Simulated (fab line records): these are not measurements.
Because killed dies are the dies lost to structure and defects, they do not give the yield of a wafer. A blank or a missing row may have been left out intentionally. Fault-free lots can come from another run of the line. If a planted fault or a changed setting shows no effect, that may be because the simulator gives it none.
Matching of chambers | flow nandHarc | NHARC_A_CONTACT_DEP_58 on pecvd-03: 3 sister chambers
The step deposits SiON, target thk 90 nm. 14 wafers are shown with their chamber, then 7 later ones without.

EACH WAFER AND ITS CHAMBER
wafer  | chamber | heaterPowerOuterW (W) | heaterPowerW (W)
L142.1 | 2       | 343                   | 610
L142.2 | 0       | 342                   | 558
L142.3 | 1       | 368                   | 600
L143.1 | 2       | 338                   | 594
L143.2 | 1       | 435                   | 687
L143.3 | 0       | 326                   | 550
L145.1 | 1       | 371                   | 600
L145.2 | 0       | 395                   | 624
L145.5 | 2       | 301                   | 591
L149.2 | 2       | 324                   | 610
L149.4 | 2       | 324                   | 603
L149.6 | 1       | 432                   | 675
L153.1 | 0       | 395                   | 637
L153.2 | 1       | 408                   | 660

SIGNATURES, as means of the wafers listed above
reading           | chamber 0 | chamber 1 | chamber 2 | scatter within a chamber
heaterPowerOuterW | 364.50    | 402.80    | 326.00    | 28.7
heaterPowerW      | 592.25    | 644.40    | 601.60    | 34.7
Rule: distance of a wafer from a chamber = root of the sum over the readings of ((wafer's reading minus chamber's mean) / reading's scatter) squared. The wafer belongs to the nearest chamber; if the next one is less than 2 further off, it can't be placed. The scatter: take each reading less its chamber's mean, square it, sum over the shown wafers, divide by the number of wafers less the number of chambers, and take the root.

WAFERS MISSING THEIR CHAMBER
wafer  | heaterPowerOuterW (W) | heaterPowerW (W)
L153.4 | 422                   | 661
L159.2 | 285                   | 558
L159.4 | 404                   | 643
L159.5 | 417                   | 668
L157.1 | 360                   | 676
L157.3 | 381                   | 616
L157.5 | 377                   | 659

WHICH CHAMBER EACH ONE RAN IN
wafer  | from the rows above          | in truth
L153.4 | can't be placed: 1 or 0      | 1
L159.2 | can't be placed: 2 or 0      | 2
L159.4 | can't be placed: 1 or 0      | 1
L159.5 | 1                            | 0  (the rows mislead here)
L157.1 | can't be placed: 1 or 0 or 2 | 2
L157.3 | can't be placed: 0 or 1 or 2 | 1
L157.5 | can't be placed: 1 or 0 or 2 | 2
0 of 7 placed correctly. Can't be placed from these rows: 6 (the true chamber is among the candidates in 6). Placed wrongly: 1.
